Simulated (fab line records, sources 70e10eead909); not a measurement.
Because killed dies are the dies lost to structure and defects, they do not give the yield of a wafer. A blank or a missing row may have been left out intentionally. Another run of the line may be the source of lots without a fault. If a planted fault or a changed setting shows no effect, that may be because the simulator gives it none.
Comparing a struck lot with a sound one	flow nand harc	13 out of 1302 route steps
Sound: these wafers, L111.2, L111.3, L111.6. Struck: wafer L118.3 (left out: L118.2, L118.4 of the same lot, which were not struck); the cause appears at the end.
For every step that has rows: the tool of each side, followed by ch and its chambers, followed by its first start. Under that, the readings that differ: sound wafers	struck wafers	difference of the means	sigmas: that difference in standard deviations of wafers without a fault.
alike: same words and numbers on both sides, and readings whose means sit less than 2 such deviations apart. not compared: any withheld reading, any reading some wafer has no value for, any bound like >300 that may hide the same value, and any number with overlapping values for which the record gives no deviation.
A row with sigmas, a row that says differs or no value, or rows on one side alone: a step with any of these is where the two part. Numbers that have no deviation but don't overlap get no sigmas and don't part them. Lack of a reading on every wafer of one side parts them only where that side has two or more wafers.

NHARC_A_WL_FILL_CVD_03: deposits W, target thk 40 nm, time 279 s.
  sound on cvd w-02 ch 0,1, day 21 14:56; struck on cvd w-02 ch 1, day 23 22:37
  alike: heater power w, throttle valve pct
NHARC_A_WL_FILL_ETCHBACK_04: etches the open film in NF3, target depth 60 nm, time 120 s.
  sound on rie metal-01 ch 0,1, day 21 15:16; struck on rie metal-02 ch 1, day 23 23:01
reading	sound	struck	difference	sigmas
drypump motor current A (A)	5.68 5.97 5.92	5.27	-0.59	-2
  alike: oes product au, run length s
  not compared: rf hours counter h
NHARC_A_WL_FILL_ETCHBACK_05: etches the open film in Cl2/BCl3, target depth 22 nm, time 60 s.
  sound on rie metal-01 ch 0,1, day 21 15:31; struck on rie metal-02 ch 0, day 23 23:14
reading	sound	struck	difference	sigmas
run length s (s)	81.6 81.2 81.0	81.9	+0.6	+2
  alike: drypump motor current A, oes product au
  not compared: rf hours counter h
then, 6 steps without rows for these wafers: NHARC_A_WL_FILL_STRIP_27 (strips in N2/H2, time 20 s); NHARC_A_WL_FILL_STRIP_28 (strips in post etch residue remover, time 1200 s); NHARC_A_WL_FILL_PRECLEAN_06 (cleans in DIW, time 300 s); NHARC_A_WL_FILL_SRD_07; NHARC_A_WL_FILL_ANNEAL_08 (time 1800 s); NHARC_A_WL_FILL_ALD_10 (deposits SiO2, target thk 50 nm, pulse time 10 s, ald cycles 500).
NHARC_A_WL_FILL_ETCHBACK_16: etches the open film in C4F8/O2/Ar, target depth 120 nm, time 24 s.
  sound: rie diel-05 ch 0,1; struck: rie diel-02 ch 2
  alike: oes product au, rf vpp V, run length s
  not compared: rf hours counter h
NHARC_A_WL_FILL_STRIP_29: strips in O2, time 20 s.
  sound on rie diel-05 ch 0,3, day 22 04:09; struck on rie diel-02 ch 2, day 24 10:02
reading	sound	struck	difference	sigmas
oes product au (a.u.)	1.008 1.006 1.003	0.984	-0.022	-3
  alike: drypump motor current A, rf vpp V, showerhead plenum p Torr, throttle valve pct
  not compared: rf hours counter h
NHARC_A_WL_FILL_ETCHBACK_17: etches the open film in Cl2/BCl3, target depth 4 nm, time 26.7 s.
  sound on rie metal-02 ch 0,1, day 22 04:14; struck on rie metal-01 ch 1, day 24 10:09
reading	sound	struck	difference	sigmas
run length s (s)	48.2 48.7 48.7	41.0	-7.5	-23
  alike: drypump motor current A, oes product au
  not compared: rf hours counter h
then, 1 step without rows for these wafers: NHARC_A_WL_FILL_PRECLEAN_18 (cleans in dHF, time 30 s).

== WHERE THEY PART ==
At NHARC_A_WL_FILL_ETCHBACK_04 first; at NHARC_A_WL_FILL_ETCHBACK_17 last (within this record only).

WHY: what the simulator had put in
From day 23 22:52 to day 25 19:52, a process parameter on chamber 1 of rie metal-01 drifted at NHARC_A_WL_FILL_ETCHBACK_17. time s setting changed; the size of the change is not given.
